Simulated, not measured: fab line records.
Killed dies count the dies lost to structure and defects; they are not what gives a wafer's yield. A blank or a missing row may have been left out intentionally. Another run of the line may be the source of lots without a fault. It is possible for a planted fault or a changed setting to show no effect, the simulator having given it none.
One fault seen from 2 desks / flow n5-finfet / only its own numbers are on each desk; what lay behind them is given at the end

## AT THE TOOL OWNER'S DESK: rie-diel-06
The tool's own readings at N5_BEOL_M4_TRENCH_ETCH_37 (etches SiOC in C4F6/O2, target depth 55.555 nm, time 29.2 s): means of the sampled wafers that have a number, for each lot that ran on this tool. Any lot whose mean is over 4 standard deviations away from the usual mean is out of limits and marked OUT; that distance is given in the brackets.
Columns: A = drypump-motor-current-A at N5_BEOL_M4_TRENCH_ETCH_37, usual 5.6 A; B = oes_ar_750_au at N5_BEOL_M4_TRENCH_ETCH_37, usual 0.81 a.u.; C = oes-product-au at N5_BEOL_M4_TRENCH_ETCH_37, usual 0.81 a.u.; D = rf-vpp-V at N5_BEOL_M4_TRENCH_ETCH_37, usual 664 V; E = showerhead-plenum-p-Torr at N5_BEOL_M4_TRENCH_ETCH_37, usual 2.91 Torr; F = throttle-valve-pct at N5_BEOL_M4_TRENCH_ETCH_37, usual 20.7 %
lot=L304; first seen here=day 8 15:59; A=5.5; B=0.82; C=0.82; D=664; E=2.89; F=20.6
lot=L311; first seen here=day 10 23:56; A=5.3; B=0.79; C=0.79; D=673; E=2.82; F=20.7
lot=L316; first seen here=day 13 03:02; A=5.1; B=0.80; C=0.93; D=676; E=2.81; F=20.4
lot=L319; first seen here=day 13 11:46; A=5.0; B=0.74; C=0.87; D=668; E=2.76; F=20.7
This desk's verdict: no lot among the 4 shows anything out of limits.

## METROLOGY DESK
What the gauges read for every lot (on any tool): the sampled wafers with a number, averaged. Any lot whose mean is over 4 standard deviations away from the usual mean is out of limits and marked OUT; that distance is given in the brackets. 7 of its 15 readings are shown: the first one out of limits and those lying furthest out on some lot.
Columns: A = trench-depth-nm at N5_BEOL_M4_OCD_MEAS_38, usual 55.4 nm; B = M4_THK at N5_BEOL_M4_THK_MEAS_53, usual 39.3 nm; C = M4_RS at N5_BEOL_M4_RS_MEAS_58, usual 0.67 ohm/sq; D = SERP_M4 at N5_BEOL_M4_RC_MEAS_101, usual 197 ohm/um; E = SERP_M4_max_site at N5_BEOL_M4_RC_MEAS_101, usual 209 ohm/um; F = SS_N at N5_BEOL_M4_RC_MEAS_101, usual 71.5 mV/dec; G = VT_P at N5_BEOL_M4_RC_MEAS_101, usual -253 mV
lot=L304; first seen here=day 8 16:08; A=55.0; B=38.3; C=0.69; D=189; E=199; F=70.6; G=-250
lot=L311; first seen here=day 11 00:05; A=55.1; B=37.7; C=0.71; D=212; E=233; F=71.3; G=-254
lot=L316; first seen here=day 13 03:12; A=69.2 (+14) OUT; B=53.9 (+9.1) OUT; C=0.48 (-5.4) OUT; D=137; E=147; F=71.7; G=-252
lot=L319; first seen here=day 13 11:55; A=69.5 (+15) OUT; B=52.0 (+7.9) OUT; C=0.51 (-4.6) OUT; D=150; E=156; F=71.8; G=-256
lot=L324; first seen here=day 14 05:44; A=56.5; B=41.7; C=0.62; D=179; E=193; F=71.9; G=-253
lot=L326; first seen here=day 14 17:45; A=55.4; B=38.4; C=0.68; D=184; E=191; F=71.4; G=-261
lot=L327; first seen here=day 15 21:27; A=55.7; B=38.4; C=0.69; D=213; E=224; F=71.2; G=-250
Finding of this desk: L316, L319 out of limits; the first was L316 at day 13 03:12, on trench-depth-nm at N5_BEOL_M4_OCD_MEAS_38. Within limits: L304, L311, L324, L326, L327.

## ALL TOGETHER
Metrology desk: alarm possible at day 13 03:12 on L316, L319.
The tool owner's desk saw nothing out of limits.
On record at the tool owner's desk: L316, L319, within its limits.
On rie-diel-06, each named lot ran N5_BEOL_M4_TRENCH_ETCH_37.

## WHAT HAD BEEN PUT IN BY THE SIMULATOR
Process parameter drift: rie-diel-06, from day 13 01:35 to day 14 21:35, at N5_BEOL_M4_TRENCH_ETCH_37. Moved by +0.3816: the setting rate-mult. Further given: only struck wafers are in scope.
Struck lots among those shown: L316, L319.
Hours from the fault's start to each desk's first reading out of limits: the metrology desk, 2.
